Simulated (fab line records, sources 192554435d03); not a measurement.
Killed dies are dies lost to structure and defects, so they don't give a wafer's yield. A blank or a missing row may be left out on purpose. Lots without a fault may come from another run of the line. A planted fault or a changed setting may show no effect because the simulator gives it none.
Split-lot experiment | flow n5_finfet | 7 lots, 39 wafers read, on a route of 1938 steps

THE SPLIT
At N5_BEOL_M14_DEP_53 (deposits SiCN from 3MS/NH3, target thk 50 nm, time 17.8 s), the setting time_s was moved away from the recipe's 17.8 s on 15 of the 39 wafers read, by -58.9% to +56.8%. The other wafers ran this setting at the recipe's value.

The reading is taken at the split's own step.

THE READING
SiCN_of_BEOL_M14_DEP_53.thk_nm (the simulator's own value, which no gauge read), in nm, at N5_BEOL_M14_DEP_53 (deposits SiCN from 3MS/NH3, target thk 50 nm, time 17.8 s). The file gives no usual value for it. The 24 wafers here that ran the recipe average 50.0 nm, standard deviation 0.57 nm.

wafer  | tool, chamber at the split | time_s as run, s | against the recipe | SiCN_of_BEOL_M14_DEP_53.thk_nm, nm | against lot-mates on the recipe
L077.1 | pecvd-02, 1,2              | 17.8             | recipe             | 49.2                               | -
L077.3 | pecvd-02, 1,2              | 17.8             | recipe             | 49.2                               | -
L077.2 | pecvd-02, 0                | 14.59            | -18.0%             | 40                                 | -9.5
L077.4 | pecvd-02, 2                | 14.59            | -18.0%             | 41.2                               | -8.3
L077.5 | pecvd-02, 0                | 14.59            | -18.0%             | 40.8                               | -8.7
L077.6 | pecvd-02, 1                | 17.8             | recipe             | 50                                 | -
L080.1 | pecvd-01, 0                | 17.8             | recipe             | 50.8                               | -
L080.2 | pecvd-01, 1                | 17.8             | recipe             | 50                                 | -
L080.3 | pecvd-01, 2                | 7.763            | -56.4%             | 22                                 | -28.7
L080.4 | pecvd-01, 1                | 7.763            | -56.4%             | 22.8                               | -27.9
L080.5 | pecvd-01, 2                | 7.763            | -56.4%             | 22.4                               | -28.3
L080.6 | pecvd-01, 0                | 17.8             | recipe             | 51.2                               | -
L082.1 | pecvd-01, 1                | 7.32             | -58.9%             | 20.8                               | -29.3
L082.6 | pecvd-01, 1                | 7.32             | -58.9%             | 20.8                               | -29.3
L082.2 | pecvd-01, 2                | 17.8             | recipe             | 49.4                               | -
L082.3 | pecvd-01, 0                | 17.8             | recipe             | 50                                 | -
L082.4 | pecvd-01, 2                | 7.32             | -58.9%             | 21.8                               | -28.3
L082.5 | pecvd-01, 0                | 17.8             | recipe             | 51                                 | -
L084.3 | pecvd-03, 1                | 17.8             | recipe             | 49                                 | -
L084.4 | pecvd-03, 0                | 17.8             | recipe             | 50.2                               | -
L084.6 | pecvd-03, 2                | 17.8             | recipe             | 50                                 | -
L088.1 | pecvd-01, 0                | 17.8             | recipe             | 49.8                               | -
L088.2 | pecvd-01, 1                | 27.91            | +56.8%             | 75.8                               | +25.9
L088.3 | pecvd-01, 2                | 17.8             | recipe             | 49.4                               | -
L088.4 | pecvd-01, 1,2              | 27.91            | +56.8%             | 77.8                               | +27.9
L088.5 | pecvd-01, 1,2              | 27.91            | +56.8%             | 77.8                               | +27.9
L088.6 | pecvd-01, 0                | 17.8             | recipe             | 50.4                               | -
L089.1 | pecvd-03, 0                | 17.8             | recipe             | 49.8                               | -
L089.2 | pecvd-03, 2                | 9.756            | -45.2%             | 27.2                               | -22.5
L089.3 | pecvd-03, 1                | 17.8             | recipe             | 49.2                               | -
L089.4 | pecvd-03, 2,0              | 9.756            | -45.2%             | 28                                 | -21.7
L089.5 | pecvd-03, 2,0              | 9.756            | -45.2%             | 28                                 | -21.7
L089.6 | pecvd-03, 1                | 17.8             | recipe             | 50.2                               | -
L095.1 | pecvd-02, 0                | 17.8             | recipe             | 50.2                               | -
L095.2 | pecvd-02, 2                | 17.8             | recipe             | 49.6                               | -
L095.3 | pecvd-02, 1                | 17.8             | recipe             | 50                                 | -
L095.4 | pecvd-02, 1,2              | 17.8             | recipe             | 50.4                               | -
L095.6 | pecvd-02, 1,2              | 17.8             | recipe             | 50.4                               | -
L095.5 | pecvd-02, 0                | 17.8             | recipe             | 50.6                               | -
Where a row lists several chambers, the file gives one row for several wafers and doesn't say which wafer went through which chamber.

THE FIT
A straight line over all 39 wafers: SiCN_of_BEOL_M14_DEP_53.thk_nm changes by +0.487 nm for each +1% of time_s; r = +1.00; the points scatter about the line by 0.62 nm.
The same after taking each lot's own level away (the mean of its wafers on the recipe; 39 wafers): +0.49 nm for each +1%; r = +1.00; scatter 0.56 nm.
On that fit, the largest move of time_s shifts the reading by 29 nm.
The lots' own levels span 49.47 to 50.67 nm, that is 2.1 times the standard deviation above.
So the lot-to-lot level changes the slope little: the two slopes agree.
Check: with one of the wafers moved furthest among these (-58.9%) left out of the fit, the line predicts -28.9 nm for it against its lot-mates. It came out at -29.3 nm against them.

OTHER SPLITS ON THESE WAFERS
These wafers also went through other splits before the reading. Each is held against what the fit with the lots' levels taken away leaves over:
other split on the same wafers     | wafers away from the commonest value | r with SiCN_of_BEOL_M14_DEP_53.thk_nm (lot level and that fit taken away)
N5_SD_EPI_P_EPI_21 time_s          | 18                                   | -0.15
N5_HKMG_FIN_NWFM_ALD_20 ald_cycles | 12                                   | +0.05
N5_BEOL_M4_HM_DEP_02 target_thk_a  | 18                                   | +0.25
N5_BEOL_M6_ETCH_62 time_s          | 15                                   | -0.01
N5_BEOL_M8_DEP_56 time_s           | 12                                   | +0.22
N5_BEOL_M14_ETCH_68 time_s         | 15                                   | -0.09

THE FILE'S OWN FIT
SiCN_of_BEOL_M14_DEP_53.thk_nm changes by +0.49 nm for each +1% of time_s, r = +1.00.
